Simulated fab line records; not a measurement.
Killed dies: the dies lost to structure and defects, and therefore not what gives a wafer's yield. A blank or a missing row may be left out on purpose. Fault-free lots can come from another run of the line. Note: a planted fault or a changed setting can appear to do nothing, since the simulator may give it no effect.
fab line records    flow nand_harc
record: lots: 6  wafers: 18  last_day: 24
route steps=1159 shown A_STAIRCASE@572 END@1159
lots untouched by any fault: they come from a run of this same line in which no faults occurred
start_h: hours from the record's opening day to when the first of the lot's shown wafers began    wait_h: time in hours since the lot's previous step    " unchanged from the row above    L1.1+2: a single row standing in for several wafers    - no value present, or no start provided    * or withheld: withheld    < > ~ a bound
route shown NAME@n: names a module that has steps shown in the file, with the first one's number in the route    usual: mean/standard deviation taken from wafers without a fault    same: alike in all rows    chamber/n: place in a boat    sites: the reading at each site    _std_site: standard deviation of those values    _edge_site: inner sites' mean taken away from outer sites' mean    radius_mm: how far each site lies from the wafer's centre    mask NAME#n: copy n    behind: the tool/chamber that last shaped the wafer    hold: the reason the lot was held/the length of the hold in hours/how it ended    device: transistor that didn't switch, given as n, p or np    end of line: the same wafers' tests at the end of the route    a step with no rows: only its recipe    killed: dies lost to structure and defects at the first sort, not the wafer's yield    map: a wafer's dies, x killed, . not, _ none there
set.NAME: the run value of the setting; set.NAME@STEP: its run value at that earlier step    model.NAME: the simulator's own value behind a step, which no gauge read
certain route steps with their lots: each step a table, each wafer a row
services: a tool's chamber out of use, with start hour (start_h, from the record's first day; less than 0 if before it), hours out, and reason
== steps ==
step: NHARC_A_STAIRCASE_COAT_178
recipe: spin_rpm: 1200
step: NHARC_A_STAIRCASE_SOFTBAKE_179
recipe: temp_c: 135  time_s: 170
step: NHARC_A_STAIRCASE_EBR_180
step: NHARC_A_STAIRCASE_EXPOSE_181
recipe: na: 0.5  dose_mj: 27.87  mask_id: STAIR_2
step: NHARC_A_STAIRCASE_PEB_182
recipe: peb_temp_c: 115  peb_time_s: 130
step: NHARC_A_STAIRCASE_DEVELOP_183
recipe: time_s: 140
step: NHARC_A_STAIRCASE_HARDBAKE_185
recipe: temp_c: 120  time_s: 140
step: NHARC_A_STAIRCASE_DESCUM_186
recipe: time_s: 3  o2_flow_sccm: 200  ar_flow_sccm: 0  bias_power_w: 0  chemistry: O2
usual: chamber_pressure_mTorr: 59.99/0.054  drypump_motor_current_A: 5.7/0.36  oes_product_au: 1.000/0.01  rf_vpp_V: 57.6/0.94  showerhead_plenum_p_Torr: 1.89/0.091  throttle_valve_pct: 11.311/0.0097
lot.wafer  tool         chamber  start_h  wait_h  chamber_pressure_mTorr  drypump_motor_current_A  oes_product_au  rf_hours_counter_h  rf_vpp_V  showerhead_plenum_p_Torr  throttle_valve_pct
L821.2     rie_diel-06  2        255.44   -       59.93                   5.5                      0.992           1                   58.5      2.08                      11.307
L821.4     "            0        "        "       59.90                   5.1                      0.987           1                   56.7      1.85                      11.312
L821.5     "            3        "        "       59.99                   6.0                      0.978           -                   57.2      1.78                      11.308
L823.3     rie_diel-13  0        274.25   -       59.93                   5.1                      1.000           65                  56.4      1.82                      11.317
L823.2     "            3        "        "       60.09                   5.7                      1.005           64                  58.3      1.94                      11.329
L823.6     "            0        "        "       59.94                   5.1                      1.001           -                   57.0      1.82                      11.305
L830.1     rie_diel-06  2        316.82   -       60.02                   5.5                      1.004           21                  57.6      2.07                      11.305
L830.4     "            1        "        "       60.06                   6.0                      1.010           23                  58.0      1.93                      11.296
L830.6     "            2        "        "       60.00                   5.4                      0.991           -                   58.0      2.07                      11.317
L829.2     rie_diel-06  0        317.82   -       59.99                   5.1                      0.978           24                  56.5      1.84                      11.290
L829.4     "            1        "        "       59.97                   6.0                      1.002           23                  58.1      1.93                      11.320
L829.6     "            3        "        "       60.03                   6.0                      0.993           -                   57.4      1.78                      11.303
L840.3     rie_diel-02  2        362.72   -       59.91                   5.4                      1.008           10                  56.9      2.00                      11.310
L840.4     "            0        "        "       59.89                   6.4                      1.000           11                  56.7      1.78                      11.305
L840.6     "            2        "        "       60.11                   5.4                      1.021           -                   59.2      2.00                      11.304
L839.2     rie_diel-13  2        365.03   -       59.94                   5.7                      0.997           30                  55.6      1.83                      11.305
L839.1     "            1        "        "       59.90                   5.6                      1.007           32                  57.9      1.91                      11.292
L839.6     "            2        "        "       60.02                   5.7                      0.990           -                   56.6      1.83                      11.323
step: NHARC_A_STAIRCASE_TRIM_187
recipe: time_s: 211.2  o2_flow_sccm: 500  ar_flow_sccm: 0  bias_w: 0  chemistry: O2
usual: chamber_pressure_mTorr: 59.99/0.058  drypump_motor_current_A: 5.6/0.37  oes_product_au: 1.003/0.011  rf_vpp_V: 57.8/0.85  showerhead_plenum_p_Torr: 3.50/0.15  throttle_valve_pct: 17.037/0.0091
lot.wafer  tool         chamber  start_h  wait_h  chamber_pressure_mTorr  drypump_motor_current_A  oes_product_au  rf_hours_counter_h  rf_vpp_V  showerhead_plenum_p_Torr  throttle_valve_pct
L821.4     rie_diel-06  2        255.54   0.1     59.99                   5.5                      0.999           1                   58.6      3.81                      17.030
L821.2     "            0        "        "       59.95                   5.1                      0.997           1                   58.8      3.42                      17.045
L821.5     "            2        "        "       60.08                   5.5                      1.011           -                   59.2      3.81                      17.029
L823.3     rie_diel-13  2        274.35   0.1     60.08                   5.7                      1.004           65                  56.8      3.40                      17.028
L823.2     "            0        "        "       59.96                   5.1                      1.014           65                  56.6      3.38                      17.034
L823.6     "            1        "        "       59.96                   5.6                      1.012           -                   58.2      3.55                      17.027
L830.4     rie_diel-06  0        316.92   0.1     59.98                   5.1                      0.994           24                  58.9      3.41                      17.044
L830.1     "            2        "        "       60.01                   5.5                      1.008           21                  58.4      3.80                      17.053
L830.6     "            0        "        "       60.04                   5.1                      1.003           -                   57.3      3.41                      17.022
L829.2     rie_diel-06  3        317.92   0.1     59.97                   6.0                      0.991           22                  57.2      3.29                      17.042
L829.4     "            1        "        "       59.99                   6.0                      1.001           23                  57.7      3.55                      17.035
L829.6     "            0        "        "       59.98                   5.1                      0.983           -                   56.7      3.41                      17.019
L840.3     rie_diel-02  1        362.79   0.1     59.98                   5.9                      0.994           10                  57.6      3.51                      17.024
L840.4     "            0        "        "       60.01                   6.3                      1.005           11                  57.2      3.30                      17.041
L840.6     "            2        "        "       60.03                   5.4                      1.018           -                   58.3      3.67                      17.031
L839.1     rie_diel-13  1        365.13   0.1     60.01                   5.6                      1.007           32                  57.1      3.53                      17.034
L839.2     "            2        "        "       60.11                   5.7                      0.991           30                  57.2      3.38                      17.033
L839.6     "            0        "        "       59.97                   5.1                      0.989           -                   58.1      3.36                      17.047
step: NHARC_A_STAIRCASE_ETCH_188
recipe: target_depth_a: 1000  time_s: 40.5  ion_energy_ev: 400  c4f8_flow_sccm: 20  o2_flow_sccm: 10  ar_flow_sccm: withheld  rf_w: 600  bias_w: 1000  chemistry: C4F8/O2
usual: chamber_pressure_mTorr: 24.999/0.023  oes_product_au: 0.942/0.016  rf_vpp_V: 895/5.4  run_length_s: 61.7/0.43
lot.wafer  tool         chamber  start_h  wait_h  chamber_pressure_mTorr  oes_product_au  rf_hours_counter_h  rf_vpp_V  run_length_s
L821.4     rie_diel-06  0        -        -       25.001                  0.970           1                   892       61.7
L821.2     "            2        "        "       24.956                  0.962           1                   905       61.7
L821.5     "            0        "        "       25.004                  0.967           -                   893       61.9
L823.3     rie_diel-13  1        -        -       24.984                  0.943           61                  896       61.1
L823.2     "            2        "        "       24.958                  0.946           65                  892       62.0
L823.6     "            1        "        "       24.983                  0.957           -                   895       61.2
L830.4     rie_diel-06  3        -        -       25.033                  0.935           22                  887       61.6
L830.1     "            1        "        "       24.980                  0.968           23                  898       60.9
L830.6     "            2        "        "       24.962                  0.938           -                   907       61.6
L829.2     rie_diel-06  2        -        -       25.022                  0.937           22                  905       61.6
L829.4     "            3        "        "       25.023                  0.917           23                  888       61.7
L829.6     "            3        "        "       25.013                  0.925           -                   887       61.9
L840.4     rie_diel-02  0        -        -       24.993                  0.960           11                  888       62.5
L840.3     "            1        "        "       24.999                  0.936           11                  895       61.4
L840.6     "            3        "        "       24.977                  0.988           -                   900       62.3
L839.1     rie_diel-13  2        -        -       24.990                  0.949           31                  890       61.4
L839.2     "            0        "        "       24.985                  0.953           30                  889       62.1
L839.6     "            2        "        "       25.001                  0.938           -                   891       61.5
step: NHARC_A_STAIRCASE_TRIM_189
recipe: time_s: 211.2  o2_flow_sccm: 500  ar_flow_sccm: 0  bias_w: 0  chemistry: O2
usual: chamber_pressure_mTorr: 60.01/0.049  drypump_motor_current_A: 5.7/0.36  oes_product_au: 1.002/0.012  rf_vpp_V: 57.9/0.91  showerhead_plenum_p_Torr: 3.50/0.15  throttle_valve_pct: 17.037/0.009
lot.wafer  tool         chamber  start_h  wait_h  chamber_pressure_mTorr  drypump_motor_current_A  oes_product_au  rf_hours_counter_h  rf_vpp_V  showerhead_plenum_p_Torr  throttle_valve_pct
L821.2     rie_diel-06  2        -        -       59.98                   5.5                      1.014           1                   58.9      3.81                      17.043
L821.4     "            1        "        "       59.98                   6.0                      1.007           0                   58.5      3.56                      17.032
L821.5     "            2        "        "       60.06                   5.5                      1.002           -                   57.3      3.81                      17.042
L823.3     rie_diel-13  3        -        -       59.99                   5.7                      1.007           65                  56.9      3.58                      17.047
L823.2     "            0        "        "       60.00                   5.1                      1.010           65                  57.3      3.38                      17.030
L823.6     "            0        "        "       59.94                   5.1                      1.016           -                   57.3      3.38                      17.036
L830.1     rie_diel-06  0        -        -       60.00                   5.1                      0.983           24                  56.7      3.41                      17.054
L830.4     "            1        "        "       59.96                   6.0                      1.019           23                  57.7      3.55                      17.035
L830.6     "            3        "        "       59.96                   6.0                      0.994           -                   56.6      3.29                      17.034
L829.2     rie_diel-06  0        -        -       60.04                   5.1                      0.990           25                  55.9      3.41                      17.034
L829.4     "            3        "        "       59.97                   6.0                      1.000           23                  57.5      3.29                      17.034
L829.6     "            1        "        "       60.02                   6.0                      1.007           -                   58.0      3.55                      17.028
L840.4     rie_diel-02  3        -        -       60.01                   5.9                      1.026           11                  57.5      3.59                      17.036
L840.3     "            1        "        "       60.02                   5.9                      0.992           11                  57.7      3.51                      17.027
L840.6     "            2        "        "       59.94                   5.4                      1.013           -                   57.8      3.67                      17.021
L839.1     rie_diel-13  3        -        -       60.00                   5.7                      1.010           28                  57.4      3.56                      17.035
L839.2     "            2        "        "       59.97                   5.6                      1.001           31                  57.4      3.38                      17.021
L839.6     "            0        "        "       59.90                   5.1                      0.996           -                   56.7      3.36                      17.053
step: NHARC_A_STAIRCASE_ETCH_190
recipe: target_depth_a: 1000  time_s: 40.5  ion_energy_ev: 400  c4f8_flow_sccm: 20  o2_flow_sccm: 10  ar_flow_sccm: withheld  rf_w: 600  bias_w: 1000  chemistry: C4F8/O2
usual: chamber_pressure_mTorr: 25.001/0.023  oes_product_au: 0.944/0.012  rf_vpp_V: 895/5.6  run_length_s: 61.7/0.39
lot.wafer  tool         chamber  start_h  wait_h  chamber_pressure_mTorr  oes_product_au  rf_hours_counter_h  rf_vpp_V  run_length_s
L821.4     rie_diel-06  1        255.91   -       24.976                  0.959           0                   897       61.0
L821.2     "            2        "        "       24.985                  0.937           1                   906       61.3
L821.5     "            3        "        "       25.024                  0.922           -                   887       61.8
L823.3     rie_diel-13  2        274.78   -       24.989                  0.943           65                  891       61.9
L823.2     "            0        "        "       24.996                  0.950           65                  890       62.4
L823.6     "            2        "        "       25.011                  0.933           -                   891       61.5
L830.4     rie_diel-06  3        317.30   -       24.998                  0.937           22                  889       51.8
L830.1     "            1        "        "       24.994                  0.968           23                  897       51.6
L830.6     "            3        "        "       25.015                  0.937           -                   887       52.0
L829.2     rie_diel-06  3        318.58   -       24.993                  0.927           23                  887       52.1
L829.4     "            0        "        "       24.970                  0.919           25                  892       51.9
L829.6     "            2        "        "       25.005                  0.942           -                   907       51.8
L840.4     rie_diel-02  0        363.19   -       25.027                  0.951           12                  888       62.6
L840.3     "            2        "        "       25.005                  0.959           10                  901       62.5
L840.6     "            3        "        "       25.039                  0.959           -                   897       62.3
L839.2     rie_diel-13  0        365.51   -       24.983                  0.942           30                  890       62.1
L839.1     "            1        "        "       25.001                  0.956           32                  895       61.3
L839.6     "            0        "        "       24.991                  0.941           -                   889       61.9
step: NHARC_A_STAIRCASE_TRIM_191
recipe: time_s: 211.2  o2_flow_sccm: 500  ar_flow_sccm: 0  bias_w: 0  chemistry: O2
usual: chamber_pressure_mTorr: 60.00/0.06  drypump_motor_current_A: 5.7/0.37  oes_product_au: 1.001/0.0096  rf_vpp_V: 57.7/0.92  showerhead_plenum_p_Torr: 3.50/0.15  throttle_valve_pct: 17.036/0.01
lot.wafer  tool         chamber  start_h  wait_h  chamber_pressure_mTorr  drypump_motor_current_A  oes_product_au  rf_hours_counter_h  rf_vpp_V  showerhead_plenum_p_Torr  throttle_valve_pct
L821.2     rie_diel-06  0        -        -       60.09                   5.1                      0.998           1                   58.1      3.42                      17.017
L821.4     "            3        "        "       60.08                   6.0                      0.974           1                   54.9      3.31                      17.046
L821.5     "            1        "        "       60.06                   6.0                      1.006           -                   59.2      3.56                      17.055
L823.3     rie_diel-13  1        -        -       59.99                   5.6                      0.995           61                  57.7      3.55                      17.028
L823.2     "            2        "        "       60.01                   5.7                      0.989           65                  56.8      3.40                      17.031
L823.6     "            3        "        "       60.01                   5.7                      0.996           -                   57.3      3.58                      17.035
L830.4     rie_diel-06  1        -        -       59.97                   6.0                      1.000           23                  58.2      3.55                      17.040
L830.1     "            2        "        "       59.92                   5.5                      0.999           21                  57.8      3.80                      17.038
L830.6     "            3        "        "       59.99                   6.0                      0.993           -                   56.8      3.29                      17.029
L829.2     rie_diel-06  2        -        -       59.96                   5.5                      1.011           22                  58.5      3.79                      17.042
L829.4     "            3        "        "       59.97                   6.0                      1.004           23                  57.8      3.29                      17.044
L829.6     "            1        "        "       60.06                   6.0                      1.005           -                   58.0      3.55                      17.049
L840.3     rie_diel-02  2        -        -       59.99                   5.4                      1.006           10                  59.4      3.67                      17.041
L840.4     "            3        "        "       60.00                   5.9                      1.024           11                  58.8      3.59                      17.028
L840.6     "            1        "        "       59.96                   6.0                      1.002           -                   58.0      3.51                      17.032
L839.2     rie_diel-13  2        -        -       60.06                   5.7                      1.001           31                  59.1      3.38                      17.036
L839.1     "            0        "        "       60.03                   5.1                      1.001           30                  58.7      3.36                      17.024
L839.6     "            2        "        "       59.95                   5.7                      1.001           -                   56.6      3.38                      17.036
step: NHARC_END_SORT_01
recipe: temp_c: 25
usual: killed_at_array: 27/11  killed_at_other: 0.6/0.89  killed_at_periphery: 3.0/2.4  killed_dies: 31/12  killed_open: 3.2/1.6  killed_short: 2.0/1.5
same: gross_dies: 677
lot.wafer  tool       chamber  start_h  wait_h  killed_at_array  killed_at_other  killed_at_periphery  killed_dies  killed_open  killed_short
L830.1     prober-02  0        506.58   2.5     265              0                2                    267          4            1
L830.4     prober-02  0        509.00   3.4     263              0                2                    265          4            2
L830.6     prober-02  0        510.62   4.0     196              0                1                    197          1            2
L829.2     prober-01  0        525.41   2.8     195              0                4                    199          2            1
L829.4     prober-01  0        527.03   3.4     250              0                0                    250          4            4
L829.6     prober-01  0        528.64   4.0     210              1                0                    211          2            1
killed by level:class
L830.1 A_STAIRCASE:area_etch=224 A_CHANNEL_HOLE_D1:chamber_film_flake=18 A_SLIT:chamber_film_flake=14 A_SOURCE_PLATE:geometric_particle:open=2 A_BLC:geometric_particle:open=2 P_GATE:chamber_film_flake=2 A_CONTACT:chamber_film_flake=2 A_ONON_D1:geometric_particle:short=1
L830.4 A_STAIRCASE:area_etch=223 A_CHANNEL_HOLE_D1:chamber_film_flake=12 A_SLIT:chamber_film_flake=12 A_BLC:chamber_film_flake=5 A_STAIRCASE:chamber_film_flake=4 P_M0:geometric_particle:short=1 P_M1:geometric_particle:open=1 A_ONON_D1:geometric_particle:short=1
L830.6 A_STAIRCASE:area_etch=156 A_SLIT:chamber_film_flake=18 A_CHANNEL_HOLE_D1:chamber_film_flake=12 A_BLC:chamber_film_flake=3 A_WL_FILL:geometric_particle:short=2 A_STAIRCASE:chamber_film_flake=2 A_CONTACT:chamber_film_flake=2 A_SOURCE_PLATE:geometric_particle:open=1
L829.2 A_STAIRCASE:area_etch=173 A_CHANNEL_HOLE_D1:chamber_film_flake=12 A_CONTACT:chamber_film_flake=7 P_ZERO_WELL:chamber_film_flake=2 A_SOURCE_PLATE:geometric_particle:open=1 A_ONON_D1:geometric_particle:short=1 A_CONTACT:geometric_particle:open=1 P_GATE:chamber_film_flake=1
L829.4 A_STAIRCASE:area_etch=215 A_CHANNEL_HOLE_D1:chamber_film_flake=12 A_CONTACT:chamber_film_flake=11 A_SOURCE_PLATE:geometric_particle:open=2 A_CHANNEL_FILL_D1:geometric_particle:short=2 A_WL_FILL:chamber_film_flake=2 A_SGD_CUT:geometric_particle:short=1 A_SLIT:geometric_particle:open=1
L829.6 A_STAIRCASE:area_etch=187 A_CHANNEL_HOLE_D1:chamber_film_flake=14 A_CONTACT:chamber_film_flake=6 A_CONTACT:geometric_particle:open=1 A_M1:geometric_particle:open=1 STARTING-WAFER:geometric_particle:short=1 A_STAIRCASE:chamber_film_flake=1
map L829.4 (x killed, . not)
____________x____________
_________xxxxx.x_________
_______.x.xx..x.x._______
______x....x.xxxxxx______
_____..xx.........xx_____
____.x.............xx____
____.xx.....x.x.x..xx____
___xxx............x..x___
___x.......x....xx.x..___
__xxx.x............xxxx__
__.x................xxx__
_.x.x........x.........x_
_xx..x...x........x..x.x_
_xxx...x.............xx._
_x...........x.......xxx_
_.x................xx.xx_
xxx................x.x.xx
xxx.......x..........x.xx
xx......x.............x.x
xxx.................x.xxx
...xx.x.............x..x.
_xx...............x.xx.x_
_x..x................xxx_
_xx.x............x.x.xxx_
_xxx............x...xxxx_
_xxxxx.............xxxxx_
__xx.xx........x..x.xxx__
__xxxxxx.......xx..xxxx__
___x.xx.......x....xxx___
___xxx.x.....xx..xxxx.___
____xx.xxx.x...xxxx.x____
____xxxxx..xx.x.xxxxx____
_____xx..xxx..x.xxxx_____
______xxx..xxx.xxxx______
_______xxxxx.xxxxx_______
_________xxx.xxx_________
____________x____________
map L830.1 (x killed, . not)
____________.____________
_________.x.x..._________
_______x..xxxx...._______
______x..x...x...x.______
_____.x.x......x.x.x_____
____...xx.x....x.....____
____x......x.xxxx.x..____
___.....x.x...x...x...___
___xx...xxx.xx.xx..xx.___
__x...x.x...x..x.x...x.__
__...x.x.x..xxx.x..x...__
_....xx..xxx.xx.xx.x...._
_xx.xxxxxxxxx.x.x......._
_.x.x..xx.xxxxx.xxxx...._
_..x.x.x.x.xxxxx..xxx..._
_xx.x..x..xxxx.x.xxx...._
..xxxx.x.xxxx..xxxxx.x.x.
xxxx...xxxx.x.x.xxxxx....
x.xx..xxx.xx.x.x..x.x....
x..xxx.x..xx..xxxxx.x....
.x...xx..xx..xxx..x......
_.x.xxxxxxxxx..xx.x....x_
_.x....x.xxx..x....x...._
_x...xx..x.xxxxxx......._
_....xxxx.x.xxx...x..xx._
_....x..x..x.xx........._
__.....xxx.xxx..x.xx...__
__.x....xx.xx.....x....__
___..x.....x...x......___
___......xx.xx..x.....___
____.......x.xx..x...____
____........x.x..x...____
_____....x.....x..x._____
______...xxx.......______
_______....xx....._______
_________......._________
____________.____________
== services ==
tool         chamber  start_h  hours  kind
rie_diel-06  -        241.55   9.0    pm
rie_diel-06  0        241.55   9.0    vent_cycle
rie_diel-06  1        241.55   13.4   vent_cycle
rie_diel-06  2        241.55   9.0    vent_cycle
rie_diel-06  3        241.55   9.0    vent_cycle
rie_diel-06  0        250.55   -      clean
rie_diel-06  2        250.55   -      clean
rie_diel-06  2        250.55   -      consumable_replace:showerhead
rie_diel-06  3        250.55   -      clean
rie_diel-06  0        275.05   -      clean
rie_diel-06  1        275.05   -      clean
rie_diel-06  2        275.05   -      clean
rie_diel-06  3        275.05   -      clean
rie_diel-13  -        276.02   9.0    pm
rie_diel-06  0        300.03   -      clean
rie_diel-06  1        300.03   -      clean
rie_diel-06  2        300.03   -      clean
rie_diel-06  3        300.03   -      clean
rie_diel-06  0        324.58   -      clean
rie_diel-06  1        324.58   -      clean
rie_diel-06  2        324.58   -      clean
rie_diel-06  3        324.58   -      clean
rie_diel-02  -        327.89   9.0    pm
rie_diel-06  2        362.27   12.3   repair
== key ==
first_sign: step: NHARC_A_STAIRCASE_ETCH_190  reading: run_length_s  direction: down  sigmas: 25  usual: *  struck: *
effect: step: NHARC_END_SORT_01  reading: killed_at_array  direction: up  sigmas: 18  usual: 27  struck: 230
more_kills_born_at: NHARC_A_STAIRCASE_ETCH_190@rie_diel-06: 1178
met_at NHARC_A_STAIRCASE_ETCH_190
struck_wafers L829.2,L829.4,L829.6,L830.1,L830.4,L830.6
tester_left_out L829,L830
onset_between 255.91 317.30
fault: kind: process_parameter_drift  tool: rie_diel-06  chamber: -  onset_h: 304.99  steps: NHARC_A_STAIRCASE_ETCH_190  channel: time_s  offset: *  shape: step  end_h: 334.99  acts_in: *  stated: *
tester_left_out: of these lots the tester's yield and bins aren't shown, on N5 and GAA mostly nor the transistor test; their killed dies are dies lost to structure and defects alone, not to doping, threshold or leakage, so they don't give the yield
